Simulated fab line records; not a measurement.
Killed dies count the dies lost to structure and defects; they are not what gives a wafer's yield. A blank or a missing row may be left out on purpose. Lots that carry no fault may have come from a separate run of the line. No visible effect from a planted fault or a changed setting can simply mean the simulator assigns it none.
Matching of chambers + flow nand_harc + NHARC_A_BONDPAD_ETCH_24 on rie_diel-12: 4 sister chambers
The step etches the open film in CF4/N2, target depth 30 nm, time 72.99 s. 8 wafers are shown with their chamber, then 10 later ones without.

== WAFERS, EACH WITH ITS CHAMBER ==
| wafer  | chamber | drypump_motor_current_A (A) | rf_vpp_V (V) |
|--------|---------|-----------------------------|--------------|
| L817.4 | 1       | 5.7                         | 316.6        |
| L819.2 | 0       | 5.9                         | 317.0        |
| L819.5 | 3       | 6.2                         | 311.8        |
| L822.2 | 0       | 5.9                         | 317.4        |
| L822.3 | 2       | 5.6                         | 316.6        |
| L822.5 | 1       | 5.6                         | 316.5        |
| L824.2 | 2       | 5.6                         | 317.7        |
| L824.3 | 3       | 6.2                         | 311.8        |

== WAFERS WITH NO CHAMBER GIVEN ==
| wafer  | drypump_motor_current_A (A) | rf_vpp_V (V) |
|--------|-----------------------------|--------------|
| L824.6 | 6.2                         | 310.4        |
| L829.1 | 5.6                         | 317.1        |
| L829.3 | 5.9                         | 317.9        |
| L829.4 | 6.2                         | 312.1        |
| L831.2 | 5.9                         | 317.1        |
| L831.3 | 5.7                         | 315.9        |
| L831.5 | 6.2                         | 310.7        |
| L832.2 | 5.7                         | 317.4        |
| L832.3 | 5.6                         | 317.4        |
| L832.6 | 5.6                         | 317.0        |

== EACH ONE'S CHAMBER ==
| wafer  | from the rows above     | in truth |
|--------|-------------------------|----------|
| L824.6 | 3                       | 3        |
| L829.1 | can't be placed: 2 or 1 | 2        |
| L829.3 | 0                       | 0        |
| L829.4 | 3                       | 3        |
| L831.2 | 0                       | 0        |
| L831.3 | 1                       | 1        |
| L831.5 | 3                       | 3        |
| L832.2 | can't be placed: 1 or 2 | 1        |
| L832.3 | can't be placed: 2 or 1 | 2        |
| L832.6 | can't be placed: 2 or 1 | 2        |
Correct placement for 6 of the 10. Cannot be placed on the basis of these rows: 4; the candidates contain the true chamber in 4. 0 placed wrongly.
How it was worked out, from the rows above alone: a wafer's distance from a chamber is the root of the sum, over the readings, of the square of ((its reading less the chamber's mean) divided by the reading's scatter). The wafer belongs to the nearest chamber; if the next one is less than 2 further off, it can't be placed. Each chamber's mean is taken over the wafers shown for it. The scatter is the square root of a quotient: the sum, over the shown wafers, of each reading's squared deviation from its chamber's mean, divided by wafers minus chambers.
